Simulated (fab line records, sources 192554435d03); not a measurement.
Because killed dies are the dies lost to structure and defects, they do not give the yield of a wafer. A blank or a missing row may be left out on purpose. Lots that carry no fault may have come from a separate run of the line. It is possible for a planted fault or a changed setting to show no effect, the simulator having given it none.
Which tool is to blame?    flow n5Finfet    30 wafers from 10 lots sampled at 5 of the route's 1938 steps

== WHAT EACH GAUGE READ, for each wafer ==
N5_BEOL_M4_RC_MEAS_101.
lot   measured      on         DIBL_N (mV/V)   DIBL_P (mV/V)   IOFF_N (nA/um)  IOFF_P (nA/um)  ION_N (uA/um)  ION_P (uA/um)  SS_N (mV/dec)   SS_P (mV/dec)   VT_N (mV)    VT_P (mV)
L891  day 8 00:26   prober-02  35.2 37.8 35.8  33.4 36.8 34.4  0.12 0.17 0.14  0.18 0.23 0.19  658 676 672    453 464 459    71.4 71.9 71.5  72.0 73.4 72.6  252 248 252  -254 -248 -250
L893  day 8 07:41   prober-02  32.6 32.3 32.3  31.7 31.6 31.5  0.10 0.10 0.10  0.15 0.15 0.15  651 653 664    456 453 456    70.0 69.8 70.1  72.0 71.8 72.1  259 256 257  -256 -253 -254
L894  day 8 16:58   prober-02  35.0 33.2 33.3  34.4 31.5 32.3  0.14 0.10 0.11  0.18 0.13 0.15  666 647 650    453 440 452    71.1 70.8 70.9  73.2 72.8 72.7  249 256 256  -254 -256 -253
L896  day 9 05:11   prober-02  35.9 39.3 35.9  34.6 38.7 34.3  0.14 0.22 0.15  0.17 0.23 0.16  657 689 672    444 463 452    71.6 73.1 72.0  73.7 74.5 73.3  255 247 251  -256 -251 -256
L901  day 11 21:26  prober-02  38.4 37.1 35.5  39.9 37.6 36.4  0.19 0.17 0.14  0.26 0.24 0.20  689 673 669    467 465 459    71.9 71.4 70.8  74.1 73.6 73.8  247 251 251  -250 -246 -249
L903  day 11 20:07  prober-02  37.1 38.7 39.6  36.1 37.1 38.6  0.15 0.16 0.18  0.19 0.20 0.23  667 661 677    455 450 460    71.9 72.4 71.6  72.6 73.5 73.8  250 250 249  -252 -251 -248
L906  day 12 22:51  prober-01  33.0 36.1 35.6  33.7 36.9 36.2  0.12 0.17 0.15  0.18 0.23 0.22  658 656 669    457 454 455    71.0 71.5 71.2  72.3 73.2 73.1  253 250 250  -250 -248 -251
L907  day 13 14:58  prober-02  36.1 36.9 36.7  37.3 37.7 38.0  0.15 0.16 0.16  0.22 0.22 0.22  661 669 684    462 469 474    71.3 70.7 72.0  73.1 72.8 73.5  249 249 249  -248 -245 -248
L910  day 13 20:22  prober-02  36.9 34.1 39.1  37.5 33.3 39.4  0.17 0.12 0.21  0.21 0.14 0.23  678 659 682    459 448 458    71.0 70.7 72.3  73.6 72.5 73.4  248 255 246  -251 -256 -251
L914  day 14 14:23  prober-01  36.8 37.2 36.1  37.1 37.9 36.1  0.19 0.20 0.18  0.22 0.24 0.21  680 679 684    459 459 462    71.8 72.0 72.0  73.0 73.4 72.6  248 246 245  -249 -248 -251

== TOOL THAT RAN EACH LOT (tool first, then ch and the chambers of the sampled wafers, then the start) ==
lot   N5_ILD0_LINER_00                 N5_ILD0_CMP_07                N5_SDB_HM_DEP_00                N5_SDB_COAT_03
L891  aldSin-04 ch 0,1,2, day 3 15:32  cmp-03 ch 0,1, day 3 18:16    pecvd-04 ch 1,2, day 3 22:01    lithoTrack-03 ch 0, day 3 22:06
L893  aldSin-03 ch 0,3, day 3 22:54    cmp-02 ch 0,2,3, day 4 01:35  pecvd-04 ch 1,2, day 4 05:10    lithoTrack-03 ch 0, day 4 05:14
L894  aldSin-04 ch 0,2,3, day 4 06:37  cmp-03 ch 0,2,3, day 4 09:23  pecvd-04 ch 0,1,2, day 4 12:52  lithoTrack-04 ch 0, day 4 12:57
L896  aldSin-03 ch 1,2,3, day 4 16:04  cmp-03 ch 0,2,3, day 4 18:46  pecvd-04 ch 1,2, day 4 22:20    lithoTrack-04 ch 0, day 4 22:25
L901  aldSin-03 ch 0,1,3, day 6 01:38  cmp-03 ch 2,3, day 6 04:22    pecvd-04 ch 0,1, day 6 07:54    lithoTrack-04 ch 0, day 6 07:59
L903  aldSin-03 ch 0,1,2, day 6 11:19  cmp-01 ch 0,2,3, day 6 14:02  pecvd-01 ch 1,2, day 6 17:36    lithoTrack-04 ch 0, day 6 17:41
L906  aldSin-04 ch 0,3, day 7 05:50    cmp-03 ch 1,2, day 7 08:31    pecvd-04 ch 0,1,2, day 7 12:07  lithoTrack-04 ch 0, day 7 12:10
L907  aldSin-02 ch 1,2, day 7 13:09    cmp-03 ch 0,1,3, day 7 15:50  pecvd-04 ch 1,2, day 7 19:53    lithoTrack-05 ch 0, day 7 19:58
L910  aldSin-04 ch 0,1,3, day 8 06:50  cmp-03 ch 0,2,3, day 8 09:59  pecvd-04 ch 0,1, day 8 13:26    lithoTrack-04 ch 0, day 8 13:31
L914  aldSin-04 ch 1,3, day 9 08:51    cmp-01 ch 1,2,3, day 9 11:40  pecvd-04 ch 0,1,2, day 9 15:07  lithoTrack-05 ch 0, day 9 15:11
- N5_ILD0_LINER_00: material SiNx, target thk 4 nm, pulse time 1 s, purge time 2 s.
- N5_ILD0_CMP_07: polishes SiO2 flowable, stops on poly-Si, t overpolish 1.18 s, target thk 138.88 nm.
- N5_SDB_HM_DEP_00: deposits SiNx from SiH4/NH3/N2, target thk 40 nm, time 35.3 s.
- N5_SDB_COAT_03: time 60 s, resist thk 100 nm.

== AS READ BY THE TOOLS THEMSELVES (means over the sampled wafers that have a number; for cases with no such wafer, the mark the record gives instead) ==
N5_ILD0_LINER_00.
lot   tool       chamberPressureTorr (Torr)  heaterPowerW (W)  precursorPulseHeightRel
L891  aldSin-04  1.999                       849               1.007
L893  aldSin-03  2.003                       794               0.993
L894  aldSin-04  1.997                       874               1.012
L896  aldSin-03  2.003                       795               0.998
L901  aldSin-03  1.998                       790               0.997
L903  aldSin-03  1.998                       818               1.004
L906  aldSin-04  2.000                       886               1.020
L907  aldSin-02  2.007                       825               1.022
L910  aldSin-04  2.000                       849               1.002
L914  aldSin-04  2.003                       917               1.012

N5_ILD0_CMP_07.
lot   tool    headPressurePsi (psi)  motorCurrentA (A)
L891  cmp-03  4.150                  10.3
L893  cmp-02  4.142                  10.7
L894  cmp-03  4.153                  11.3
L896  cmp-03  4.155                  11.3
L901  cmp-03  4.142                  12.0
L903  cmp-01  4.154                  13.6
L906  cmp-03  4.151                  10.4
L907  cmp-03  4.147                  11.3
L910  cmp-03  4.150                  11.5
L914  cmp-01  4.149                  12.3

N5_SDB_HM_DEP_00.
lot   tool      chamberPressureTorr (Torr)  heaterPowerW (W)  showerheadPlenumPTorr (Torr)  showerheadVppV (V)  throttleValvePct (%)
L891  pecvd-04  1.500                       751               5.14                          1105                37.4
L893  pecvd-04  1.499                       687               5.16                          1089                37.3
L894  pecvd-04  1.499                       667               5.19                          1130                38.5
L896  pecvd-04  1.500                       720               5.15                          1102                37.7
L901  pecvd-04  1.501                       630               5.22                          1164                39.5
L903  pecvd-01  1.501                       713               5.11                          1027                40.0
L906  pecvd-04  1.498                       702               5.19                          1137                38.7
L907  pecvd-04  1.499                       727               5.15                          1099                37.7
L910  pecvd-04  1.499                       594               5.23                          1159                39.5
L914  pecvd-04  1.501                       650               5.19                          1118                38.8

N5_SDB_COAT_03.
lot   tool           heaterPowerTotalW (W)  plateTempC (C)
L891  lithoTrack-03  500.0                  250.18
L893  lithoTrack-03  499.4                  250.01
L894  lithoTrack-04  501.2                  249.82
L896  lithoTrack-04  498.0                  249.97
L901  lithoTrack-04  499.9                  250.11
L903  lithoTrack-04  500.5                  249.70
L906  lithoTrack-04  851.6                  269.75
L907  lithoTrack-05  500.7                  249.93
L910  lithoTrack-04  851.8                  270.06
L914  lithoTrack-05  498.0                  250.04

== THE ANSWER, worked out from the rows above alone ==
Rule: usual is defined by the lots themselves. The widest of any qualifying gaps counts: lots, ordered by their means at a reading, are off when they make up no more than a third of the lots, leave a main group of 4 or more, and stand apart from it by 3 or more times the standard deviation of that group's means. The tables above print the reading to a certain number of digits; a main group whose means all agree to those digits is not used. A lot without any number at a reading at which 4 lots or more have one is off too. Where the step has rows for the other lots, those lots are counted as sound. Order of review: gauges by route order, followed by the tools' own readings, for which a lot's mean as printed above is used. The first step at which some lot is off is used, and at that step the reading that is off furthest; a lot without a number counts as furthest.
Off at N5_SDB_COAT_03 (heaterPowerTotalW): L906, L910. The main group has a mean of 499.7 W with a standard deviation of 1.1.
A tool fits if, at that step or a process step before it, it ran every lot that is off, and no sound lot after the first of them. One candidate fits, namely lithoTrack-04 at N5_SDB_COAT_03. Its last sound lot is L903 (day 6 17:41), its first lot that is off L906 (day 7 12:10): a fault that began between those two fits.
The tool's own readings at N5_SDB_COAT_03 bear it out: on the lots that are off they differ by more than 5 times the standard deviation of the sound lots' means. heaterPowerTotalW reads 851.7 W there against 499.7 W on the sound lots; plateTempC reads 269.90 C there against 249.97 C on the sound lots.

== WHAT WAS PUT IN BY THE SIMULATOR ==
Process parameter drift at N5_SDB_COAT_03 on lithoTrack-04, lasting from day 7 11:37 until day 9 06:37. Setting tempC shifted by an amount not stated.
Lots struck among those shown: L906, L910. The same result came from the rule above.
